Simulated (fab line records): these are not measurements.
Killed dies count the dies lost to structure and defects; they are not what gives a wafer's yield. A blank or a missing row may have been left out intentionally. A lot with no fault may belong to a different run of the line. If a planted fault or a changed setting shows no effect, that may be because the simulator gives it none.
Problem report, 8D (eight disciplines) form, completed by code / flow nand-harc / the parts of the form that need people (team, actions taken, sign-off) are left out

1. THE PROBLEM
Mean of cd-nm at NHARC_P_M0_CD_MEAS_09: 79.9 nm over 2 wafers from 1 lot, against 90.0 nm (standard deviation 0.93) on wafers with no fault. Relative to the usual mean, that is a shift of -11 standard deviations.
The step: target cd 90 nm.
Earliest sighting: wafer L413.1 on cd-sem-01 at day 11 15:50. At this step, 39 wafers from 13 lots have a number in the record. By rule, "out" or "out of limits" means more than 4 standard deviations away from the usual mean. All remaining wafers that have a number are taken as sound.

2. WHAT IT IS, AND WHAT IT ISN'T
question=which readings at this step; is=cd-nm; is not=-
question=which lots; is=L413; is not=L391, L392, L393, L395, L396, L397, L398, L400, L403, L404, L406, L409
question=which wafers of those lots; is=L413.1, L413.2; is not=L413.4
question=read on which gauges; is=cd-sem-01; is not=cd-sem-02, cd-sem-03
question=when; is=from day 11 15:50; is not=up to then (37 sound wafers)

3. SUSPECTS, AND WHAT RULES EACH OUT
Counting: if a tool at a process step up to the reading ran every lot that is out, it stays a suspect. Sound lots after the first of them don't rule it out here, since some wafers of a struck lot are sound.
- the gauge at NHARC_P_M0_CD_MEAS_09 is ruled out. All the wafers that are out were read on cd-sem-01, but those of them that NHARC_P_M0_PEB_07 has rows for are out there too, on other tools.
- rie-diel-04 at NHARC_P_CONTACT_ETCH_18 (etches the open film in C4F8/O2/Ar, target depth 481 nm, time 240.5 s): kept. The lot that is out, L413, ran on it at day 11 15:46; the last sound lot it ran before that was L409, at day 10 07:21. NHARC_P_CONTACT_ETCH_18 gives no start for some lots, so the hours and the order of its lots are those of NHARC_P_M0_PEB_07.
- litho-track-06 at NHARC_P_M0_PEB_07 (peb time 65 s): kept. The lot that is out, L413, ran on it at day 11 15:46; the last sound lot it ran before that was L403, at day 9 02:22. Out on those wafers are its own readings of heater-power-total-W.
- Within rie-diel-04 at NHARC_P_CONTACT_ETCH_18: the wafers that are out ran in chambers 0, 2; their sound lot-mates ran in chamber 3.
Left after counting: rie-diel-04 at NHARC_P_CONTACT_ETCH_18, litho-track-06 at NHARC_P_M0_PEB_07.

4. THE CAUSE (what the simulator had put in)
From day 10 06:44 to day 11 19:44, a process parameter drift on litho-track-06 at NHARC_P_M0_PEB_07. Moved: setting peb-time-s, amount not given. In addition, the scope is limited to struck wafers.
After counting, 2 suspects remain, this tool included.

5. SEQUENCE OF EFFECTS, ordered by route
Rows list readings where the struck wafers' mean (over those with a number) sits beyond 3 standard deviations from the usual. Only readings whose record carries a usual standard deviation are examined. hours: median over the lots of the time between each lot's start at the first step of this table that gives one and its start at this step. sigmas: the change, counted in usual standard deviations.
hours=0; step=NHARC_P_M0_PEB_07; reading=heater-power-total-W; usual=156.6 W; on struck wafers=184.8; change=+28.2; sigmas=+72
hours=0; step=NHARC_P_M0_CD_MEAS_09; reading=cd-nm; usual=90.0 nm; on struck wafers=79.9; change=-10.1; sigmas=-11
Process steps it contains:
- NHARC_P_M0_PEB_07: peb time 65 s.

6. HOW IT WOULD HAVE BEEN CAUGHT EARLIER
In this record the first reading out of limits at a measuring or inspecting step was taken at day 11 15:50, 33 hours after the fault began at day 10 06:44.
The tool's own readings at NHARC_P_M0_PEB_07 were out on every struck wafer that the step has a row for (heater-power-total-W): an alarm limit on them would have fired on the first of those.
By day 11 15:50, every lot that is out (1) had started NHARC_P_M0_PEB_07 on litho-track-06. Had the tool been put on hold then, not one of them would have been saved.
